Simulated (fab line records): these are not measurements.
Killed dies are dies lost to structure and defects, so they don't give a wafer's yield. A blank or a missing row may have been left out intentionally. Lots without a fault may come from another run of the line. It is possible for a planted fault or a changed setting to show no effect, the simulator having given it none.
Matching of chambers || flow nandHarc || NHARC_A_CHANNEL_FILL_D1_ETCHBACK_20 on rieDiel-06 has 4 sister chambers
The step etches the open film in C4F8/O2/Ar, target depth 27 nm, time 13.5 s. 4 wafers are shown with their chamber, then 9 later ones without.

WAFERS WITH THEIR CHAMBER
{"wafer": "L078.2", "chamber": 1, "rfVppV (V)": 982}
{"wafer": "L091.2", "chamber": 0, "rfVppV (V)": 982}
{"wafer": "L091.3", "chamber": 3, "rfVppV (V)": 982}
{"wafer": "L091.6", "chamber": 2, "rfVppV (V)": 983}

WAFERS MISSING THEIR CHAMBER
{"wafer": "L096.1", "rfVppV (V)": 983}
{"wafer": "L096.3", "rfVppV (V)": 983}
{"wafer": "L096.4", "rfVppV (V)": 983}
{"wafer": "L097.1", "rfVppV (V)": 981}
{"wafer": "L097.3", "rfVppV (V)": 983}
{"wafer": "L097.4", "rfVppV (V)": 980}
{"wafer": "L097.2", "rfVppV (V)": 982}
{"wafer": "L097.5", "rfVppV (V)": 980}
{"wafer": "L097.6", "rfVppV (V)": 981}

EACH ONE'S CHAMBER
{"wafer": "L096.1", "from the rows above": "can't be placed: 2 or 0 or 1 or 3", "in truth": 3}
{"wafer": "L096.3", "from the rows above": "can't be placed: 2 or 0 or 1 or 3", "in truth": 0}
{"wafer": "L096.4", "from the rows above": "can't be placed: 2 or 0 or 1 or 3", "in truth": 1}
{"wafer": "L097.1", "from the rows above": "can't be placed: 0 or 1 or 3 or 2", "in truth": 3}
{"wafer": "L097.3", "from the rows above": "can't be placed: 2 or 0 or 1 or 3", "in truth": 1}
{"wafer": "L097.4", "from the rows above": "can't be placed: 0 or 1 or 3 or 2", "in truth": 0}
{"wafer": "L097.2", "from the rows above": "can't be placed: 0 or 1 or 3 or 2", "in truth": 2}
{"wafer": "L097.5", "from the rows above": "can't be placed: 0 or 1 or 3 or 2", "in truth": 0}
{"wafer": "L097.6", "from the rows above": "can't be placed: 0 or 1 or 3 or 2", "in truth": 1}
Correct placement for 0 of the 9. Cannot be placed on the basis of these rows: 9; the candidates contain the true chamber in 9. Placed wrongly: 0.
How it was worked out, from the rows above alone: a wafer's distance from a chamber is the root of the sum, over the readings, of the square of ((its reading less the chamber's mean) divided by the reading's scatter). If the next closest chamber is less than 2 further off than the closest, the wafer can't be placed; otherwise it belongs to the closest. A chamber's mean is the mean of its shown wafers. The scatter: root of mean squared gap, hidden wafer to nearest shown wafer, with one shown wafer a chamber.
